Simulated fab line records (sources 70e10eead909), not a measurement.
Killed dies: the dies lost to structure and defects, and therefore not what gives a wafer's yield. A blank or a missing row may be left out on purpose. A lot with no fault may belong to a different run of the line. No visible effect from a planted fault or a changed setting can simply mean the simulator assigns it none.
Which of the tools did it? :: flow nand_harc :: 45 wafers from 15 lots sampled at 3 of the route's 1159 steps

## WHAT EACH GAUGE READ, for each wafer
NHARC_P_STI_CD_MEAS_09: the cd target is 200 nm. Usual: 200.0 nm for cd_nm, sd 1.6.
lot: L344
measured: day 3 01:56
on: cd_sem-01
cd_nm (nm): 199.3 200.0 198.0
flag: 

lot: L343
measured: day 3 02:06
on: cd_sem-01
cd_nm (nm): 201.7 198.3 201.0
flag: 

lot: L345
measured: day 3 11:26
on: cd_sem-01
cd_nm (nm): 198.6 199.9 198.0
flag: 

lot: L347
measured: day 3 23:23
on: cd_sem-02
cd_nm (nm): 200.2 202.0 199.9
flag: 

lot: L348
measured: day 4 04:56
on: cd_sem-02
cd_nm (nm): 196.0 196.5 198.8
flag: 

lot: L349
measured: day 4 11:38
on: cd_sem-02
cd_nm (nm): 199.9 201.5 199.6
flag: 

lot: L350
measured: day 4 19:32
on: cd_sem-03
cd_nm (nm): 198.2 196.2 196.7
flag: 

lot: L351
measured: day 4 19:42
on: cd_sem-02
cd_nm (nm): 201.1 199.4 202.5
flag: 

lot: L352
measured: day 5 07:04
on: cd_sem-03
cd_nm (nm): 198.6 201.0 202.7
flag: 

lot: L353
measured: day 5 10:57
on: cd_sem-03
cd_nm (nm): 197.1 197.8 199.9
flag: 

lot: L356
measured: day 6 05:44
on: cd_sem-01
cd_nm (nm): 200.5 200.6 199.7
flag: 

lot: L362
measured: day 7 13:15
on: cd_sem-02
cd_nm (nm): - - -
flag: OFF

lot: L361
measured: day 7 13:25
on: cd_sem-01
cd_nm (nm): - - -
flag: OFF

lot: L363
measured: day 8 00:01
on: cd_sem-03
cd_nm (nm): - - -
flag: OFF

lot: L364
measured: day 8 05:28
on: cd_sem-03
cd_nm (nm): 200.3 197.7 200.9
flag: 

NHARC_P_STI_OVL_MEAS_10. Usual: overlay_x_nm 1 nm, standard deviation 5.6; overlay_y_nm 0 nm, standard deviation 5.6.
lot: L344
measured: day 3 02:01
on: overlay-01
overlay_x_nm (nm): 8 8 8
overlay_y_nm (nm): -1 -2 -2
flag: 

lot: L343
measured: day 3 02:11
on: overlay-01
overlay_x_nm (nm): -8 -8 -8
overlay_y_nm (nm): -4 -5 -4
flag: 

lot: L345
measured: day 3 11:31
on: overlay-01
overlay_x_nm (nm): 8 8 8
overlay_y_nm (nm): -8 -8 -9
flag: 

lot: L347
measured: day 3 23:28
on: overlay-01
overlay_x_nm (nm): 7 7 8
overlay_y_nm (nm): 7 7 8
flag: 

lot: L348
measured: day 4 05:02
on: overlay-01
overlay_x_nm (nm): 0 0 0
overlay_y_nm (nm): 0 -1 0
flag: 

lot: L349
measured: day 4 11:43
on: overlay-01
overlay_x_nm (nm): -13 -13 -13
overlay_y_nm (nm): -6 -6 -7
flag: 

lot: L350
measured: day 4 19:38
on: overlay-01
overlay_x_nm (nm): -6 -6 -6
overlay_y_nm (nm): 0 0 0
flag: 

lot: L351
measured: day 4 19:47
on: overlay-02
overlay_x_nm (nm): 2 2 2
overlay_y_nm (nm): 1 0 1
flag: 

lot: L352
measured: day 5 07:09
on: overlay-01
overlay_x_nm (nm): 4 4 4
overlay_y_nm (nm): -3 -3 -3
flag: 

lot: L353
measured: day 5 11:02
on: overlay-02
overlay_x_nm (nm): 6 7 6
overlay_y_nm (nm): 3 3 2
flag: 

lot: L356
measured: day 6 05:50
on: overlay-01
overlay_x_nm (nm): 1 1 1
overlay_y_nm (nm): 10 10 11
flag: 

lot: L362
measured: day 7 13:20
on: overlay-02
overlay_x_nm (nm): - - -
overlay_y_nm (nm): - - -
flag: OFF

lot: L361
measured: day 7 13:30
on: overlay-01
overlay_x_nm (nm): - - -
overlay_y_nm (nm): - - -
flag: OFF

lot: L363
measured: day 8 00:07
on: overlay-01
overlay_x_nm (nm): - - -
overlay_y_nm (nm): - - -
flag: OFF

lot: L364
measured: day 8 05:34
on: overlay-02
overlay_x_nm (nm): 6 6 6
overlay_y_nm (nm): 2 2 2
flag: 

## WHICH TOOL RAN EACH LOT (tool, then ch and the chambers of the sampled wafers, then the start)
lot: L344
NHARC_P_STI_PEB_07: litho_track-03 ch 0, day 3 01:51

lot: L343
NHARC_P_STI_PEB_07: litho_track-07 ch 0, day 3 02:00

lot: L345
NHARC_P_STI_PEB_07: litho_track-03 ch 0, day 3 11:20

lot: L347
NHARC_P_STI_PEB_07: litho_track-03 ch 0, day 3 23:18

lot: L348
NHARC_P_STI_PEB_07: litho_track-05 ch 0, day 4 04:52

lot: L349
NHARC_P_STI_PEB_07: litho_track-05 ch 0, day 4 11:33

lot: L350
NHARC_P_STI_PEB_07: litho_track-03 ch 0, day 4 19:27

lot: L351
NHARC_P_STI_PEB_07: litho_track-05 ch 0, day 4 19:37

lot: L352
NHARC_P_STI_PEB_07: litho_track-05 ch 0, day 5 06:58

lot: L353
NHARC_P_STI_PEB_07: litho_track-07 ch 0, day 5 10:52

lot: L356
NHARC_P_STI_PEB_07: litho_track-07 ch 0, day 6 05:39

lot: L362
NHARC_P_STI_PEB_07: litho_track-07, day 7 13:10

lot: L361
NHARC_P_STI_PEB_07: litho_track-03, day 7 13:20

lot: L363
NHARC_P_STI_PEB_07: litho_track-03, day 7 23:56

lot: L364
NHARC_P_STI_PEB_07: litho_track-03 ch 0, day 8 05:23
- NHARC_P_STI_PEB_07: peb time 80 s.

## WHAT THE TOOLS THEMSELVES READ (means of the sampled wafers that have a number; where no wafer has one, the mark that the record gives instead)
NHARC_P_STI_PEB_07. Usual: chill_plate_temp_C 23.00 C, standard deviation 0.1; exhaust_pa 45.0 Pa, standard deviation 0.89.
lot: L344
tool: litho_track-03
chill_plate_temp_C (C): 23.05
exhaust_pa (Pa): 44.5
flag: 

lot: L343
tool: litho_track-07
chill_plate_temp_C (C): 22.98
exhaust_pa (Pa): 45.5
flag: 

lot: L345
tool: litho_track-03
chill_plate_temp_C (C): 23.03
exhaust_pa (Pa): 45.0
flag: 

lot: L347
tool: litho_track-03
chill_plate_temp_C (C): 22.83
exhaust_pa (Pa): 44.7
flag: 

lot: L348
tool: litho_track-05
chill_plate_temp_C (C): 23.03
exhaust_pa (Pa): 43.6
flag: 

lot: L349
tool: litho_track-05
chill_plate_temp_C (C): 22.95
exhaust_pa (Pa): 46.0
flag: 

lot: L350
tool: litho_track-03
chill_plate_temp_C (C): 22.98
exhaust_pa (Pa): 45.5
flag: 

lot: L351
tool: litho_track-05
chill_plate_temp_C (C): 22.85
exhaust_pa (Pa): 44.8
flag: 

lot: L352
tool: litho_track-05
chill_plate_temp_C (C): 23.08
exhaust_pa (Pa): 45.5
flag: 

lot: L353
tool: litho_track-07
chill_plate_temp_C (C): 23.10
exhaust_pa (Pa): 46.5
flag: 

lot: L356
tool: litho_track-07
chill_plate_temp_C (C): 23.12
exhaust_pa (Pa): 44.6
flag: 

lot: L362
tool: litho_track-07
chill_plate_temp_C (C): -
exhaust_pa (Pa): -
flag: OFF

lot: L361
tool: litho_track-03
chill_plate_temp_C (C): -
exhaust_pa (Pa): -
flag: OFF

lot: L363
tool: litho_track-03
chill_plate_temp_C (C): -
exhaust_pa (Pa): -
flag: OFF

lot: L364
tool: litho_track-03
chill_plate_temp_C (C): 22.93
exhaust_pa (Pa): 44.2
flag: 

## THE ANSWER, worked out from the rows above alone
Rule: take the mean of a lot's wafers that have a number; if it is more than 3 standard deviations from the usual mean, the lot is off. A lot without any number at a reading at which 4 lots or more have one is off too. The other lots that the step has rows for count as sound. Order of review: gauges by route order, followed by the tools' own readings, for which a lot's mean as printed above is used. At the first step where some lot is off, the reading lying furthest off is the one used; lots without a number count as furthest.
Off: L362, L361, L363, at NHARC_P_STI_CD_MEAS_09 (cd_nm). Without a number there: L362, L361, L363.
If a tool, at a process step before that reading, ran all the lots that are off and no sound lot after the first of them, it fits. The gauges at NHARC_P_STI_CD_MEAS_09 aren't tried: what is off there is off at NHARC_P_STI_OVL_MEAS_10 too, on other tools, and a gauge's error can't cause that. Of those tried, none fits.

## WHAT WAS PUT IN BY THE SIMULATOR
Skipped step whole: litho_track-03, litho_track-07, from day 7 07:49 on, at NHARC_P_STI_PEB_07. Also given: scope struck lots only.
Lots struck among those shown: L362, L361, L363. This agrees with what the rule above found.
